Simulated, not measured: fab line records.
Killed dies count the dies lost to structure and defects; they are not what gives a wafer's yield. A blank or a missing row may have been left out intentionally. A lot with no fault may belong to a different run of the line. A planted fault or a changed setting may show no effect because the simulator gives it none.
Matching of chambers -- flow n5Finfet -- N5_BEOL_M0_SAQP_PECVD_04 on pecvd-02: 3 sister chambers
The step deposits a-Si from SiH4/He, target thk 60 nm, time 60.2 s. 3 wafers are shown with their chamber, then 7 later ones without.

== EACH WAFER AND ITS CHAMBER ==
wafer,chamber,showerheadPlenumPTorr (Torr)
L085.5,1,5.66
L086.1,2,5.58
L086.4,0,5.70

== WAFERS WHOSE CHAMBER IS MISSING ==
wafer,showerheadPlenumPTorr (Torr)
L086.6,5.67
L087.1,5.66
L087.4,5.72
L087.5,5.60
L091.1,5.68
L091.3,5.58
L091.5,5.59

== THE CHAMBER EACH PASSED THROUGH ==
wafer,from the rows above,in truth
L086.6,can't be placed: 1 or 0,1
L087.1,1,1
L087.4,0,0
L087.5,2,2
L091.1,can't be placed: 1 or 0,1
L091.3,2,2
L091.5,2,2
5 of 7 placed correctly. From these rows, 2 cannot be placed; in 2 the true chamber is one of the candidates. Placed wrongly: 0.
How it was worked out, from the rows above alone: a wafer's distance from a chamber is the root of the sum, over the readings, of the square of ((its reading less the chamber's mean) divided by the reading's scatter). The wafer belongs to the nearest chamber; if the next one is less than 2 further off, it can't be placed. The mean given for a chamber averages the wafers shown for that chamber. The scatter: root of mean squared gap, hidden wafer to nearest shown wafer, with one shown wafer a chamber.
